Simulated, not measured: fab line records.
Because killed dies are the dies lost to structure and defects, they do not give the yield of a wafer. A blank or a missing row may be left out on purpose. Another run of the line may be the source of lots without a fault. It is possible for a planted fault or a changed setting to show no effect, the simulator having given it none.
Which of the tools did it?	flow n5_finfet	24 lots with 72 wafers sampled at 4 steps, on a route of 1938 steps

== WHAT THE GAUGES READ, wafer by wafer ==
N5_WELL_APT_CD_MEAS_25: target cd 200 nm. Usual: cd_nm at 200.1 nm, with a standard deviation of 2.
lot	measured	on	cd_nm (nm)	flag
L074	day 1 15:03	cd_sem-01	201.0 201.2 198.9	
L075	day 1 20:50	cd_sem-02	198.7 198.3 196.8	
L076	day 2 03:17	cd_sem-02	198.7 199.0 200.8	
L077	day 2 08:48	cd_sem-02	199.9 202.9 200.4	
L078	day 2 14:58	cd_sem-01	199.8 199.0 202.6	
L079	day 2 20:56	cd_sem-02	199.7 201.2 202.3	
L080	day 3 03:25	cd_sem-03	202.2 203.8 201.4	
L081	day 3 08:56	cd_sem-02	203.4 198.4 203.9	
L082	day 3 14:48	cd_sem-03	201.4 202.2 201.2	
L083	day 3 20:53	cd_sem-02	198.7 199.1 198.1	
L084	day 4 03:06	cd_sem-02	200.2 198.7 198.5	
L085	day 4 08:43	cd_sem-01	199.1 197.9 201.1	
L086	day 4 15:01	cd_sem-02	200.2 202.0 201.3	
L087	day 4 21:31	cd_sem-02	202.9 201.7 195.0	
L088	day 5 03:14	cd_sem-01	200.3 199.4 204.1	
L089	day 5 09:22	cd_sem-02	199.6 198.7 196.9	
L090	day 5 15:11	cd_sem-01	200.4 201.3 199.6	
L091	day 5 20:56	cd_sem-03	197.6 199.8 198.2	
L092	day 6 03:03	cd_sem-03	201.7 201.8 200.7	
L093	day 6 08:56	cd_sem-02	199.0 200.3 202.6	
L094	day 6 14:52	cd_sem-03	198.3 199.0 199.5	
L095	day 6 21:02	cd_sem-03	196.5 203.7 201.2	
L096	day 7 02:56	cd_sem-02	204.0 198.3 202.0	
L097	day 7 10:37	cd_sem-02	197.5 198.5 200.0	

N5_WELL_APT_INSPECT_27: inspects for defects (macro). Usual: raw_defect_count at 1.8, with a standard deviation of 1.3.
lot	measured	on	raw_defect_count	flag
L074	day 1 15:06	defect_inspect-02	1 1 2	
L075	day 1 20:53	defect_inspect-02	2 1 0	
L076	day 2 03:20	defect_inspect-02	3 2 4	
L077	day 2 08:52	defect_inspect-02	1 3 1	
L078	day 2 15:01	defect_inspect-02	0 1 0	
L079	day 2 20:59	defect_inspect-02	1 2 5	
L080	day 3 03:28	defect_inspect-02	1 0 0	
L081	day 3 08:59	defect_inspect-01	2 0 5	
L082	day 3 14:51	defect_inspect-02	1 3 3	
L083	day 3 20:56	defect_inspect-01	1 2 1	
L084	day 4 03:09	defect_inspect-02	0 2 2	
L085	day 4 08:46	defect_inspect-01	2 4 0	
L086	day 4 15:04	defect_inspect-01	4 3 2	
L087	day 4 21:34	defect_inspect-02	1 3 1	
L088	day 5 03:18	defect_inspect-01	0 2 2	
L089	day 5 09:25	defect_inspect-01	2 3 2	
L090	day 5 15:14	defect_inspect-01	0 3 0	
L091	day 5 20:59	defect_inspect-01	3 1 2	
L092	day 6 03:06	defect_inspect-01	3 1 3	
L093	day 6 08:59	defect_inspect-02	1 5 2	
L094	day 6 14:55	defect_inspect-02	5 0 1	
L095	day 6 21:05	defect_inspect-01	2 1 3	
L096	day 7 02:59	defect_inspect-01	0 2 2	
L097	day 7 10:41	defect_inspect-01	1 3 1	

N5_WELL_APT_INSPECT_38: inspects for defects (darkfield). Usual: raw_defect_count at 13, with a standard deviation of 5.3.
lot	measured	on	raw_defect_count	flag
L074	day 1 17:11	defect_inspect-01	7 10 17	
L075	day 1 22:46	defect_inspect-02	19 7 10	
L076	day 2 05:28	defect_inspect-02	17 17 15	
L077	day 2 10:32	defect_inspect-01	13 17 10	
L078	day 2 16:57	defect_inspect-01	11 8 21	
L079	day 2 22:52	defect_inspect-02	8 14 10	
L080	day 3 05:37	defect_inspect-02	7 11 13	
L081	day 3 10:39	defect_inspect-02	14 8 9	
L082	day 3 16:32	defect_inspect-01	11 20 17	
L083	day 3 23:46	defect_inspect-02	7 21 7	
L084	day 4 04:57	defect_inspect-01	8 16 11	
L085	day 4 11:24	defect_inspect-01	5 8 9	
L086	day 4 16:44	defect_inspect-01	18 16 7	
L087	day 4 23:14	defect_inspect-01	12 15 17	
L088	day 5 04:58	defect_inspect-02	14 12 18	
L089	day 5 11:39	defect_inspect-01	21 18 16	
L090	day 5 16:58	defect_inspect-02	21 14 9	
L091	day 5 23:10	defect_inspect-01	11 16 25	
L092	day 6 04:52	defect_inspect-02	7 7 3	
L093	day 6 10:40	defect_inspect-02	14 11 18	
L094	day 6 17:34	defect_inspect-02	13 5 9	
L095	day 6 23:13	defect_inspect-01	15 25 20	
L096	day 7 04:51	defect_inspect-02	12 8 7	
L097	day 7 12:54	defect_inspect-02	24 20 16	

== TOOL THAT RAN EACH LOT (tool first, then ch and the chambers of the sampled wafers, then the start) ==
lot	N5_WELL_APT_EPI_41
L074	epi_rpcvd-04 ch 0, day 1 16:39
L075	epi_rpcvd-03 ch 0, day 1 22:08
L076	epi_rpcvd-02 ch 0, day 2 04:46
L077	epi_rpcvd-04 ch 0, day 2 10:05
L078	epi_rpcvd-02 ch 0, day 2 16:14
L079	epi_rpcvd-04 ch 0, day 2 22:10
L080	epi_rpcvd-02 ch 0, day 3 04:31
L081	epi_rpcvd-04 ch 0, day 3 10:01
L082	epi_rpcvd-04 ch 0, day 3 16:01
L083	epi_rpcvd-02 ch 0, day 3 22:46
L084	epi_rpcvd-03 ch 0, day 4 04:19
L085	epi_rpcvd-02 ch 0, day 4 10:11
L086	epi_rpcvd-04 ch 0, day 4 16:05
L087	epi_rpcvd-04 ch 0, day 4 22:36
L088	epi_rpcvd-04 ch 0, day 5 04:26
L089	epi_rpcvd-04 ch 0, day 5 11:19
L090	epi_rpcvd-03 ch 0, day 5 16:19
L091	epi_rpcvd-02 ch 0, day 5 22:04
L092	epi_rpcvd-04 ch 0, day 6 04:14
L093	epi_rpcvd-03 ch 0, day 6 10:02
L094	epi_rpcvd-04 ch 0, day 6 16:55
L095	epi_rpcvd-02 ch 0, day 6 22:23
L096	epi_rpcvd-04 ch 0, day 7 04:19
L097	epi_rpcvd-02 ch 0, day 7 11:48
- N5_WELL_APT_EPI_41: deposits Si from SiH4/H2, target thk 50 nm, time 297.7 s.

== AS READ BY THE TOOLS THEMSELVES (means over the sampled wafers that have a number; for cases with no such wafer, the mark the record gives instead) ==
N5_WELL_APT_EPI_41. Usual: throttle_valve_pct at 11.2 %, with a standard deviation of 0.32.
lot	tool	throttle_valve_pct (%)	flag
L074	epi_rpcvd-04	11.0	
L075	epi_rpcvd-03	11.7	
L076	epi_rpcvd-02	11.3	
L077	epi_rpcvd-04	11.1	
L078	epi_rpcvd-02	11.5	
L079	epi_rpcvd-04	10.9	
L080	epi_rpcvd-02	11.3	
L081	epi_rpcvd-04	11.0	
L082	epi_rpcvd-04	11.1	
L083	epi_rpcvd-02	11.3	
L084	epi_rpcvd-03	11.6	
L085	epi_rpcvd-02	11.4	
L086	epi_rpcvd-04	10.9	
L087	epi_rpcvd-04	10.8	
L088	epi_rpcvd-04	11.0	
L089	epi_rpcvd-04	11.0	
L090	epi_rpcvd-03	11.6	
L091	epi_rpcvd-02	11.4	
L092	epi_rpcvd-04	11.0	
L093	epi_rpcvd-03	11.7	
L094	epi_rpcvd-04	11.0	
L095	epi_rpcvd-02	11.3	
L096	epi_rpcvd-04	10.9	
L097	epi_rpcvd-02	11.3	

== THE ANSWER, worked out from the rows above alone ==
Rule: take the mean of a lot's wafers that have a number; if it is more than 3 standard deviations from the usual mean, the lot is off. Also off: a lot with no number at a reading for which 4 or more lots have one. Any other lot the step has rows for is counted as sound. Order of review: gauges by route order, followed by the tools' own readings, for which a lot's mean as printed above is used. The first step at which some lot is off is used, and at that step the reading that is off furthest; a lot without a number counts as furthest.
Nothing can be told from this: no lot is off at any reading shown.

== WHAT THE SIMULATOR PUT IN ==
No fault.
